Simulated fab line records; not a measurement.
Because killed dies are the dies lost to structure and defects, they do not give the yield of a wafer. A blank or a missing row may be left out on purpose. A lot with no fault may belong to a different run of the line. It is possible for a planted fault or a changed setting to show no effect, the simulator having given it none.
What tool caused it? ; flow nand_harc ; 12 lots, 36 wafers sampled, at 4 steps of a route of 1302

== WHAT EACH GAUGE READ, for each wafer ==
Not one reading of a measure or inspect step in the record can be checked against a usual standard deviation.

== WHICH TOOL RAN EACH LOT (tool, then ch and the chambers of the sampled wafers, then the start) ==
lot;NHARC_A_SLIT_ETCH_29;NHARC_A_WL_FILL_ALD_00;NHARC_A_WL_FILL_ALD_02;NHARC_A_WL_FILL_ETCHBACK_04
L891;rie_diel-07 ch 2,3, day 20 11:41;ald_hk-01 ch 0,3, day 20 20:23;ald_metal-01 ch 0,2, day 20 20:52;rie_metal-01 ch 0,1, day 20 21:44
L893;rie_diel-10 ch 0,1,2, day 20 19:53;ald_hk-04 ch 1,2, day 21 02:51;ald_metal-01 ch 1,3, day 21 03:22;rie_metal-02 ch 0,1, day 21 04:10
L895;rie_diel-08 ch 0,1,2, day 22 05:20;ald_hk-04 ch 0,1,2, day 22 12:34;ald_metal-01 ch 1,3, day 22 13:16;rie_metal-03 ch 0,1, day 22 14:04
L894;rie_diel-08 ch 0,1,3, day 22 10:41;ald_hk-03 ch 1,2, day 22 18:01;ald_metal-04 ch 0,1,2, day 22 18:28;rie_metal-01 ch 0,1, day 22 19:23
L898;rie_diel-10 ch 1,2,3, day 23 07:27;ald_hk-04 ch 0,1, day 23 14:39;ald_metal-01 ch 0,2,3, day 23 15:11;rie_metal-01 ch 0,1, day 23 15:57
L897;rie_diel-10 ch 1,2, day 23 21:06;ald_hk-04 ch 0,1,3, day 24 04:26;ald_metal-02 ch 0,2,3, day 24 04:52;rie_metal-02 ch 0,1, day 24 05:43
L899;rie_diel-10 ch 0,2,3, day 24 00:55;ald_hk-01 ch 0,2,3, day 24 09:35;ald_metal-02 ch 0,2,3, day 24 10:04;rie_metal-03 ch 0,1, day 24 10:52
L901;rie_diel-08 ch 0,2, day 24 04:04;ald_hk-01 ch 0,1,3, day 24 11:19;ald_metal-04 ch 0,1,3, day 24 11:49;rie_metal-01 ch 0,1, day 24 12:39
L908;rie_diel-08 ch 0,2, day 27 19:46;ald_hk-01 ch 0,1,2, day 28 02:40;ald_metal-01 ch 1,2,3, day 28 03:07;rie_metal-03 ch 0,1, day 28 04:01
L910;rie_diel-07 ch 2,3, day 27 23:21;ald_hk-03 ch 1,3, day 28 07:51;ald_metal-01 ch 1,2,3, day 28 08:18;rie_metal-02 ch 0,1, day 28 09:07
L912;rie_diel-10 ch 1,2,3, day 28 22:30;ald_hk-04 ch 1,2,3, day 29 05:38;ald_metal-02 ch 1,3, day 29 06:04;rie_metal-01 ch 0,1, day 29 06:53
L911;rie_diel-10 ch 1,2,3, day 29 02:10;ald_hk-03 ch 0,1,3, day 29 09:26;ald_metal-04 ch 1,2, day 29 09:52;rie_metal-02 ch 0,1, day 29 10:41
- NHARC_A_SLIT_ETCH_29: etches the open film in CF4/O2, target depth 100 nm, overetch 10 nm, time 55 s.
- NHARC_A_WL_FILL_ALD_00: deposits Al2O3, target thk 3 nm, pulse time 3 s, ald cycles 30.
- NHARC_A_WL_FILL_ALD_02: deposits TiN, target thk 2 nm, pulse time 3 s, ald cycles 100.
- NHARC_A_WL_FILL_ETCHBACK_04: etches the open film in NF3, target depth 60 nm, time 120 s.

== AS READ BY THE TOOLS THEMSELVES (means over the sampled wafers that have a number; for cases with no such wafer, the mark the record gives instead) ==
NHARC_A_SLIT_ETCH_29. Usual: drypump_motor_current_A 5.9 A, standard deviation 0.34; oes_product_au 1.003 a.u., standard deviation 0.012; rf_vpp_V 196.9 V, standard deviation 1.3; showerhead_plenum_p_Torr 1.29 Torr, standard deviation 0.045; throttle_valve_pct 13.397 %, standard deviation 0.009.
lot;tool;drypump_motor_current_A (A);oes_product_au (a.u.);rf_vpp_V (V);showerhead_plenum_p_Torr (Torr);throttle_valve_pct (%);flag
L891;rie_diel-07;5.4;0.999;197.7;1.34;13.399;
L893;rie_diel-10;6.1;1.004;196.5;1.27;13.390;
L895;rie_diel-08;5.7;1.001;196.8;1.29;13.401;
L894;rie_diel-08;5.6;1.010;196.9;1.29;13.395;
L898;rie_diel-10;6.2;1.006;195.6;1.24;13.390;
L897;rie_diel-10;6.1;0.999;196.4;1.24;13.391;
L899;rie_diel-10;6.0;1.007;195.9;1.26;13.395;
L901;rie_diel-08;5.8;1.020;195.7;1.26;13.400;
L908;rie_diel-08;5.8;1.003;196.3;1.26;13.403;
L910;rie_diel-07;5.4;1.007;198.3;1.33;13.401;
L912;rie_diel-10;6.2;0.991;195.3;1.24;13.399;
L911;rie_diel-10;6.2;0.987;195.7;1.24;13.404;

NHARC_A_WL_FILL_ALD_00. Usual: heater_power_w 473 W, standard deviation 64; precursor_pulse_height_rel 1.000, standard deviation 0.02.
lot;tool;heater_power_w (W);precursor_pulse_height_rel;flag
L891;ald_hk-01;485;1.023;
L893;ald_hk-04;402;0.998;
L895;ald_hk-04;423;0.999;
L894;ald_hk-03;436;0.992;
L898;ald_hk-04;434;1.002;
L897;ald_hk-04;430;1.005;
L899;ald_hk-01;503;0.995;
L901;ald_hk-01;472;0.987;
L908;ald_hk-01;504;1.007;
L910;ald_hk-03;503;1.004;
L912;ald_hk-04;416;1.009;
L911;ald_hk-03;512;1.006;

NHARC_A_WL_FILL_ALD_02. Usual: heater_power_w 1084 W, standard deviation 110; precursor_pulse_height_rel 1.001, standard deviation 0.02.
lot;tool;heater_power_w (W);precursor_pulse_height_rel;flag
L891;ald_metal-01;1187;1.010;
L893;ald_metal-01;1113;0.987;
L895;ald_metal-01;1140;1.010;
L894;ald_metal-04;1044;0.988;
L898;ald_metal-01;1114;0.985;
L897;ald_metal-02;1022;1.001;
L899;ald_metal-02;1035;0.997;
L901;ald_metal-04;984;1.009;
L908;ald_metal-01;1194;0.995;
L910;ald_metal-01;1208;0.993;
L912;ald_metal-02;930;0.997;
L911;ald_metal-04;1049;1.004;

NHARC_A_WL_FILL_ETCHBACK_04. Usual: drypump_motor_current_A 5.7 A, standard deviation 0.43; oes_product_au 1.002 a.u., standard deviation 0.011.
lot;tool;drypump_motor_current_A (A);oes_product_au (a.u.);flag
L891;rie_metal-01;5.7;1.017;
L893;rie_metal-02;5.5;0.989;
L895;rie_metal-03;5.9;1.007;
L894;rie_metal-01;5.4;1.006;
L898;rie_metal-01;5.4;1.016;
L897;rie_metal-02;5.6;0.998;
L899;rie_metal-03;5.7;0.994;
L901;rie_metal-01;5.4;1.013;
L908;rie_metal-03;5.9;0.998;
L910;rie_metal-02;5.7;1.009;
L912;rie_metal-01;5.7;0.999;
L911;rie_metal-02;5.7;0.994;

== THE ANSWER, worked out from the rows above alone ==
Rule: lot off if the mean of its wafers having a number is beyond 3 standard deviations from the usual mean. Also off: a lot with no number at a reading for which 4 or more lots have one. The other lots that the step has rows for count as sound. After the gauges, taken in route order, come the tools' own readings; for these a lot's mean is taken, as printed above. The first step at which some lot is off is used, and at that step the reading that is off furthest; a lot without a number counts as furthest.
No lot is off on any of the readings shown, so nothing can be concluded from this.

== WHAT WAS PUT IN BY THE SIMULATOR ==
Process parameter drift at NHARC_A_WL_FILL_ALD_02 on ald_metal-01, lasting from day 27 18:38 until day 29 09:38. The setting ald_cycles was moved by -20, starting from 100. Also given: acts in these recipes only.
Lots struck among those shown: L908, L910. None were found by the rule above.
